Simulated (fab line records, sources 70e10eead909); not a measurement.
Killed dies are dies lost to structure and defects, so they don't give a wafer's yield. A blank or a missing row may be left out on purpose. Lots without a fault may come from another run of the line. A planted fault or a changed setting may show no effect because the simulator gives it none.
Chamber matching | flow nand_harc | NHARC_A_STAIRCASE_DEP_156 on pecvd-01: 3 sister chambers
The step deposits SiNx, target thk 50 nm. 16 wafers are shown with their chamber, then 8 later ones without.

WAFERS WITH THEIR CHAMBER
wafer  | chamber | heater_power_w (W) | rf_fwd_power_W (W)
L118.1 | 2       | 890                | 447.7
L118.3 | 1       | 596                | 448.4
L118.6 | 2       | 909                | 447.7
L124.2 | 2       | 825                | 448.8
L124.4 | 2       | 828                | 447.4
L124.6 | 1       | 603                | 447.0
L131.1 | 1       | 596                | 449.7
L131.2 | 2       | 896                | 446.4
L131.6 | 2       | 887                | 447.2
L133.1 | 0       | 749                | 449.2
L133.2 | 1       | 601                | 449.2
L133.5 | 1       | 591                | 449.7
L137.1 | 2       | 771                | 447.3
L137.2 | 1       | 570                | 447.3
L137.3 | 0       | 702                | 447.6
L139.1 | 1       | 589                | 450.1

SIGNATURES (means of the wafers above)
reading        | chamber 0 | chamber 1 | chamber 2 | scatter within a chamber
heater_power_w | 725.50    | 592.29    | 858.00    | 36.5
rf_fwd_power_W | 448.400   | 448.771   | 447.500   | 1.02
Rule: a wafer's distance from a chamber is the root of the sum, over the readings, of the square of ((its reading less the chamber's mean) divided by the reading's scatter). The wafer belongs to the nearest chamber; if the next one is less than 2 further off, it can't be placed. The scatter: the root of (the sum of the squares of (reading less its chamber's mean) over the shown wafers, divided by (wafers less chambers)).

WAFERS WITHOUT THEIR CHAMBER
wafer  | heater_power_w (W) | rf_fwd_power_W (W)
L139.2 | 691                | 448.6
L139.6 | 835                | 447.6
L140.2 | 859                | 448.0
L140.4 | 872                | 448.1
L140.5 | 752                | 450.0
L141.1 | 812                | 444.4
L141.3 | 757                | 448.6
L141.6 | 813                | 445.2

WHICH CHAMBER EACH WENT THROUGH
wafer  | from the rows above     | in truth
L139.2 | can't be placed: 0 or 1 | 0
L139.6 | 2                       | 2
L140.2 | 2                       | 2
L140.4 | 2                       | 2
L140.5 | 0                       | 0
L141.1 | can't be placed: 2 or 0 | 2
L141.3 | 0                       | 0
L141.6 | can't be placed: 2 or 0 | 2
Placed correctly: 5 of 8. Can't be placed from these rows: 3 (the true chamber is among the candidates in 3). Placed wrongly: 0.
